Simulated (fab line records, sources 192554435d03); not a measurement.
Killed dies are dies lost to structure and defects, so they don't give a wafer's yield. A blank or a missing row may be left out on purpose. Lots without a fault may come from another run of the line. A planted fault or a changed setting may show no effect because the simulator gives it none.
fab line records | flow n5_finfet
record lots=6 wafers=17 last_day=19
route steps=1938 shown BEOL_M11@1597 BEOL_M12@1602 PASSIVATION@1936
lots that met no fault: from a run of the same line without faults
start_h: hours from the record's first day to the start of the lot's first wafer shown | wait_h: hours since the lot's step before | " the same as in the row above | L1.1+2: a row that stands for several wafers | - no value, or no start given | * or withheld: withheld | < > ~ a bound
route shown NAME@n: a module of which the file shows steps, and the number in the route of the first | usual: mean/standard deviation of fault-free wafers | same: alike in all rows | chamber/n: place in a boat | sites: the reading at each site | _std_site: their standard deviation | _edge_site: outer sites' mean less inner sites' | radius_mm: how far each site lies from the wafer's centre | mask NAME#n: copy n | behind: the tool/chamber that last shaped the wafer | hold: why the lot was held/for how many hours/how that ended | device: the transistor (n, p or np) that didn't switch | end of line: the same wafers' tests at the end of the route | a step without rows: its recipe alone | killed: dies lost to structure and defects at the first sort, not the wafer's yield | map: a wafer's dies, x killed, . not, _ none there
set.NAME: the setting as run; set.NAME@STEP: as run at that earlier step | model.NAME: the simulator's own value behind a step, which no gauge read
lots at some steps of the route; a table a step, a row a wafer
services: from which hour (start_h, from the record's first day; less than 0 if before it) a tool's chamber was out of use, for how many hours, and why
## steps
# step N5_BEOL_M11_THK_MEAS_53
# recipe thk_meas_gauge=xrf reads=Cu_of_BEOL_M11_ECD_50
# usual M11_THK=138/3.5
# columns lot.wafer tool chamber start_h wait_h M11_THK[nm]
L982.1 film_metro-01 - 265.69 - 140
L982.2 " - " " 145
L982.4 " - " " 134
L995.1 film_metro-01 - 329.14 - 134
L995.3 " - " " 145
L995.4 " - " " 141
L993.2 film_metro-01 - 338.93 - 136
L993.4 " - " " 141
L994.2 film_metro-02 - 343.99 - 140
L994.4 " - " " 139
L994.6 " - " " 137
L100.1 film_metro-02 - 356.21 - 135
L100.4 " - " " 136
L100.5 " - " " 136
L105.2 film_metro-02 - 413.83 - 139
L105.4 " - " " 141
L105.5 " - " " 141
# step N5_BEOL_M11_PRE_CLEAN_55
# recipe gas=NH3 time_s=15 temp_c=withheld rf_power_w=300
# step N5_BEOL_M11_DEP_56
# recipe material=SiCN target_thk_a=300 temp_c=withheld precursor=3MS/NH3 pressure_torr=3 rf_w=675 time_s=10.5
# usual showerhead_plenum_p_Torr=4.163/0.021 throttle_valve_pct=18.5/0.88
# columns lot.wafer tool chamber start_h wait_h showerhead_plenum_p_Torr throttle_valve_pct
L982.1 pecvd-04 1 265.75 0.0 4.184 18.5
L982.2 " 0 " " 4.182 19.5
L982.4 " 2 " " 4.126 17.4
L995.1 pecvd-04 2 329.21 0.0 4.127 17.5
L995.3 " 0 " " 4.189 19.3
L995.4 " 0 " " 4.192 19.6
L993.2 pecvd-02 0 338.99 0.0 4.138 18.9
L993.4 " 0 " " 4.161 18.9
L994.2 pecvd-03 1 344.05 0.0 4.167 20.1
L994.4 " 2 " " 4.174 18.0
L994.6 " 0 " " 4.162 18.6
L100.1 pecvd-03 0 356.27 0.0 4.160 18.6
L100.4 " 0 " " 4.157 18.6
L100.5 " 1 " " 4.160 19.6
L105.2 pecvd-04 1 413.89 0.0 4.183 18.4
L105.4 " 1 " " 4.186 18.5
L105.5 " 0 " " 4.187 19.4
# step N5_BEOL_M11_RS_MEAS_57
# recipe thk_meas_gauge=four-point-probe reads=Cu_of_BEOL_M11_ECD_50+Co_of_BEOL_M11_CVD_75+TaN_of_BEOL_M11_ALD_74
# usual M11_RS=0.152/0.0041
# columns lot.wafer tool chamber start_h wait_h M11_RS[ohm/sq]
L982.1 film_metro-02 - 265.82 0.0 0.151
L982.2 " - " " 0.145
L982.4 " - " " 0.158
L995.1 film_metro-02 - 329.27 0.0 0.156
L995.3 " - " " 0.143
L995.4 " - " " 0.147
L993.2 film_metro-01 - 339.05 0.0 0.156
L993.4 " - " " 0.152
L994.2 film_metro-01 - 344.11 0.0 0.150
L994.4 " - " " 0.152
L994.6 " - " " 0.154
L100.1 film_metro-02 - 356.33 0.0 0.155
L100.4 " - " " 0.154
L100.5 " - " " 0.153
L105.2 film_metro-02 - 413.96 0.0 0.151
L105.4 " - " " 0.148
L105.5 " - " " 0.149
# step N5_BEOL_M11_INSPECT_58
# recipe inspect_instrument=darkfield mode=post_dep
# usual raw_defect_count=76/25
# columns lot.wafer tool chamber start_h wait_h raw_defect_count
L982.1 defect_inspect-02 - 265.84 0.0 56
L982.2 " - " " 60
L982.4 " - " " 57
L995.1 defect_inspect-01 - 329.30 0.0 56
L995.3 " - " " 61
L995.4 " - " " 69
L993.2 defect_inspect-02 - 339.08 0.0 104
L993.4 " - " " 62
L994.2 defect_inspect-02 - 344.14 0.0 67
L994.4 " - " " 139
L994.6 " - " " 103
L100.1 defect_inspect-02 - 356.36 0.0 77
L100.4 " - " " 105
L100.5 " - " " 73
L105.2 defect_inspect-01 - 413.98 0.0 76
L105.4 " - " " 53
L105.5 " - " " 44
# step N5_BEOL_M12_ILD_DEP_00
# recipe material=SiOC target_thk_a=6589.2 temp_c=350 precursor=DEMS/O2 pressure_torr=5 rf_w=500 time_s=130.7
# usual heater_power_w=466/55 showerhead_plenum_p_Torr=5.694/0.016 susceptor_temp_C=350.02/0.23 throttle_valve_pct=12.4/0.49
# columns lot.wafer tool chamber start_h wait_h heater_power_w showerhead_plenum_p_Torr susceptor_temp_C throttle_valve_pct
L982.1 pecvd-01 0 265.88 0.0 445 5.709 350.03 12.5
L982.2 " 2 " " 508 5.668 349.96 11.9
L982.4 " 0 " " 455 5.679 350.07 12.7
L995.1 pecvd-03 0 329.33 0.0 433 5.701 350.04 12.3
L995.3 " 0 " " 457 5.703 350.26 12.3
L995.4 " 1 " " 474 5.695 350.08 13.0
L993.2 pecvd-03 1 339.11 0.0 510 5.700 350.16 13.1
L993.4 " 0 " " 492 5.693 350.44 12.3
L994.2 pecvd-01 0 344.18 0.0 476 5.693 350.34 13.0
L994.4 " 2 " " 452 5.659 349.92 11.9
L994.6 " 0 " " 492 5.699 350.17 12.9
L100.1 pecvd-04 0 356.39 0.0 425 5.719 350.19 13.0
L100.4 " 2 " " 535 5.686 349.68 11.9
L100.5 " 1 " " 470 5.710 349.95 12.4
L105.2 pecvd-03 2 414.02 0.0 405 5.699 350.20 11.8
L105.4 " 0 " " 468 5.674 350.12 12.2
L105.5 " 2 " " 421 5.707 349.69 12.0
# step N5_BEOL_M12_THK_MEAS_01
# recipe reads=SiOC_of_BEOL_M12_ILD_DEP_00
# usual M12_ILD_THK=660/7.5
# columns lot.wafer tool chamber start_h wait_h M12_ILD_THK[nm]
L982.1 film_metro-02 - 266.01 0.1 657
L982.2 " - " " 662
L982.4 " - " " 675
L995.1 film_metro-02 - 329.51 0.1 651
L995.3 " - " " 670
L995.4 " - " " 657
L993.2 film_metro-01 - 339.24 0.1 651
L993.4 " - " " 661
L994.2 film_metro-02 - 344.31 0.1 656
L994.4 " - " " 671
L994.6 " - " " 662
L100.1 film_metro-02 - 356.53 0.1 652
L100.4 " - " " 661
L100.5 " - " " 663
L105.2 film_metro-01 - 414.15 0.1 655
L105.4 " - " " 663
L105.5 " - " " 666
# step N5_BEOL_M12_COAT_58
# recipe resist=BARC temp_c=205 time_s=60 spin_rpm=1500 resist_thk_nm=89
# step N5_BEOL_M12_COAT_04
# recipe spin_rpm=1625 resist_thk_nm=400
# step N5_BEOL_M12_EBR_06
# recipe solvent=PGMEA ebr_width_mm=1.5
# step N5_BEOL_M12_SOFTBAKE_05
# recipe temp_c=130 time_s=60
# step N5_BEOL_M12_EXPOSE_07
# recipe mask_id=V11 na=0.93 source_shape=conventional sigma_outer=0.6 polarization=unpolarized attpsm_phase_deg=180 dose_mj=32.5
# step N5_BEOL_M12_PEB_08
# recipe peb_temp_c=130 peb_time_s=90
# usual heater_power_total_W=172.5/0.79 plate_temp_C=130.02/0.13
# columns lot.wafer tool chamber start_h wait_h heater_power_total_W plate_temp_C
L982.1 litho_track-04 0 266.32 0.1 173.1 129.94
L982.2 " 0 " " 173.0 129.73
L982.4 " 0 " " 172.1 130.12
L995.1 litho_track-03 0 329.83 0.1 178.0 133.53
L995.3 " 0 " " 178.4 133.35
L995.4 " 0 " " 178.4 133.46
L993.2 litho_track-05 0 339.56 0.0 173.0 130.14
L993.4 " 0 " " 172.9 129.94
L994.2 litho_track-03 0 344.62 0.0 178.6 133.48
L994.4 " 0 " " 177.1 133.25
L994.6 " 0 " " 177.1 133.47
L100.1 litho_track-05 0 356.84 0.1 172.5 130.04
L100.4 " 0 " " 170.9 129.78
L100.5 " 0 " " 172.5 129.95
L105.2 litho_track-03 0 414.34 0.0 173.0 129.99
L105.4 " 0 " " 173.6 130.14
L105.5 " 0 " " 172.9 130.04
# step N5_BEOL_M12_DEVELOP_09
# recipe develop_time_s=45 rinse_liquid=diw dry=air_spin dev_temp_c=21
# step N5_BEOL_M12_HARDBAKE_14
# recipe temp_c=130 time_s=120
# step N5_BEOL_M12_CD_MEAS_10
# recipe target_cd_nm=140 landing_energy_ev=500 detector=se_inlens polarity=opening
# usual cd_nm=139.6/1.5
# columns lot.wafer tool chamber start_h wait_h cd_nm
L982.1 cd_sem-01 0 266.44 - 139.9
L982.2 " 0 " " 141.3
L982.4 " 0 " " 141.3
L995.1 cd_sem-01 0 329.94 - 151.3
L995.3 " 0 " " 150.8
L995.4 " 0 " " 151.7
L993.2 cd_sem-02 0 339.67 - 138.9
L993.4 " 0 " " 135.5
L994.2 cd_sem-03 0 344.74 - 147.5
L994.4 " 0 " " 145.1
L994.6 " 0 " " 147.7
L100.1 cd_sem-03 0 356.95 - 137.6
L100.4 " 0 " " 140.0
L100.5 " 0 " " 138.8
L105.2 cd_sem-03 0 414.45 - 141.1
L105.4 " 0 " " 138.5
L105.5 " 0 " " 137.7
# step N5_BEOL_M12_OVL_MEAS_11
# recipe points_per_wafer=44
# usual V11_OVL=0/5.7
# columns lot.wafer tool chamber start_h wait_h V11_OVL[nm]
L982.1 overlay-02 0 266.50 0.1 -1
L982.2 " 0 " " -7
L982.4 " 0 " " -2
L995.1 overlay-01 0 329.97 0.0 -1
L995.3 " 0 " " 3
L995.4 " 0 " " 9
L993.2 overlay-01 0 339.70 0.0 -6
L993.4 " 0 " " -2
L994.2 overlay-02 0 344.78 0.0 8
L994.4 " 0 " " 8
L994.6 " 0 " " 3
L100.1 overlay-02 0 356.99 0.0 7
L100.4 " 0 " " -2
L100.5 " 0 " " 4
L105.2 overlay-02 0 414.48 0.0 5
L105.4 " 0 " " 4
L105.5 " 0 " " 13
# step N5_PASSIVATION_PROBE_49
# usual defect_limited_yield=91.6/1.4 killed_at_M0_to_M3=33/10 killed_at_M4_up=13/5.3 killed_at_contacts=13/5.9 killed_at_front_end=36/12 killed_at_other=4/3.1 killed_dies=99/16 killed_open=65/13 killed_short=32/7.3 sort_bin_5_function=4.9/0.9 sort_bin_6_memory=3.1/0.66 sort_bin_8_speed=0.0/0.42 sort_n_pass=1081/17 sort_yield_pct=91.6/1.4
# same gross_dies=1180 killed_at_back_side=0 sort_bin_4_leakage[%]=0
# columns lot.wafer tool chamber start_h wait_h defect_limited_yield[%] killed_at_M0_to_M3 killed_at_M4_up killed_at_contacts killed_at_front_end killed_at_other killed_dies killed_open killed_short sort_bin_5_function[%] sort_bin_6_memory[%] sort_bin_8_speed[%] sort_n_pass sort_yield_pct[%]
L995.3 prober-02 - 366.02 0.1 92.4 38 16 18 16 2 90 56 30 4.8 2.5 0 1090 92.4
L995.4 prober-02 - 366.07 0.2 88.7 37 18 26 50 2 133 92 22 6.4 3.9 0 1047 88.7
L994.6 prober-02 - 385.45 0.3 92.5 22 6 10 44 7 89 54 32 4.3 2.6 0 1091 92.5
L100.1 prober-01 - 404.28 0.0 93.4 24 12 5 33 4 78 53 22 3.5 2.9 0 1102 93.4
L100.4 prober-01 - 404.43 0.2 93.6 24 9 7 27 8 75 46 27 3.7 2.5 0 1105 93.6
L100.5 prober-01 - 404.48 0.2 94.0 27 9 8 20 7 71 45 22 3.1 2.7 0 1109 94.0
# killed by level:class
L995.3 BEOL_M3:geometric_particle:open=17 MOL_CONTACT_COAG:geometric_particle:open=12 BEOL_M0_SAQP:geometric_particle:short=8 BEOL_M4:geometric_particle:open=6 STI_FIN_REVEAL:geometric_particle:open=5 MOL_CONTACT_COAG:geometric_particle:short=5 BEOL_M3:geometric_particle:short=5 FIN_SAQP:geometric_particle:short=3
L995.4 MOL_CONTACT_COAG:geometric_particle:open=22 BEOL_M3:geometric_particle:open=22 HKMG_FIN:area_etch=12 FIN_SAQP:geometric_particle:open=8 BEOL_M4:geometric_particle:open=7 FIN_SAQP:geometric_particle:short=5 STI_FIN_REVEAL:geometric_particle:open=5 BEOL_M2:geometric_particle:open=4
L994.6 STI_FIN_REVEAL:geometric_particle:open=9 FIN_SAQP:geometric_particle:open=8 GATE_CUT:geometric_particle:short=6 MOL_CONTACT_COAG:geometric_particle:open=6 BEOL_M0_SAQP:geometric_particle:short=6 FIN_SAQP:geometric_particle:short=5 GATE_CUT:geometric_particle:open=5 BEOL_M0_SAQP:geometric_particle:open=4
L100.1 DUMMY_GATE:geometric_particle:open=10 BEOL_M5:geometric_particle:open=7 BEOL_M1:geometric_particle:open=6 BEOL_M3:geometric_particle:open=6 GATE_CUT:geometric_particle:short=5 FIN_SAQP:geometric_particle:open=4 DUMMY_GATE:geometric_particle:short=4 MOL_CONTACT_COAG:geometric_particle:open=4
L100.4 MOL_CONTACT_COAG:geometric_particle:open=7 BEOL_M3:geometric_particle:open=7 BEOL_M0_SAQP:geometric_particle:open=6 ILD0:geometric_particle:short=4 MIM_BOT:geometric_particle:open=4 STARTING-WAFER:geometric_particle:open=4 GATE_CUT:geometric_particle:short=3 BEOL_M0_SAQP:geometric_particle:short=3
L100.5 MOL_CONTACT_COAG:geometric_particle:open=7 BEOL_M1:geometric_particle:open=7 GATE_CUT:geometric_particle:open=6 BEOL_M3:geometric_particle:open=6 BEOL_M0_SAQP:geometric_particle:short=5 MIM_BOT:geometric_particle:short=5 GATE_CUT:geometric_particle:short=3 BEOL_M0_SAQP:geometric_particle:open=3
## services
# columns tool chamber start_h hours kind
pecvd-04 0 256.02 5.2 repair
pecvd-02 0 273.00 5.5 scheduled_down
pecvd-04 2 301.00 2.5 repair
pecvd-04 1 322.83 2.1 scheduled_down
pecvd-03 2 328.58 2.1 scheduled_down
pecvd-02 - 337.78 0.8 pm
litho_track-04 - 344.63 - consumable_replace:filter
pecvd-02 1 356.54 5.0 scheduled_down
pecvd-01 1 357.31 2.1 scheduled_down
pecvd-01 - 366.19 2.0 repair
pecvd-03 - 366.60 2.4 repair
pecvd-02 1 383.62 - clean
pecvd-02 1 383.62 - consumable_replace:showerhead
pecvd-02 1 383.62 29.0 scheduled_down
pecvd-02 1 383.62 29.0 vent_cycle
pecvd-03 0 385.04 4.2 repair
pecvd-04 2 398.05 4.6 repair
pecvd-04 0 398.56 2.1 scheduled_down
pecvd-01 - 409.21 1.3 repair
## key
first_sign step=N5_BEOL_M12_PEB_08 reading=plate_temp_C direction=up sigmas=27 usual=* struck=*
effect step=N5_BEOL_M12_PEB_08 reading=heater_power_total_W direction=up sigmas=6.9 usual=* struck=*
effect step=N5_BEOL_M12_CD_MEAS_10 reading=cd_nm direction=up sigmas=6.2 usual=139.6 struck=149.0 through=control_loop
met_at N5_BEOL_M12_PEB_08
struck_wafers L994.2,L994.4,L994.6,L995.1,L995.3,L995.4
loop_trim step=N5_BEOL_M12_EXPOSE_07 setting=dose lots=L994
baseline_loss step=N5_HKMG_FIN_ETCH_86 wafers=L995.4
fault kind=process_parameter_drift tool=litho_track-03 chamber=- onset_h=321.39 steps=N5_BEOL_M12_PEB_08 channel=peb_temp_c offset=* shape=step end_h=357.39 acts_in=* stated=*
# loop_trim: a control loop set the setting to another value than it would have without faults
# baseline_loss: these wafers lose ten dies or more at that step, a loss of the line's own and not of a fault; the sort's usual values leave them out
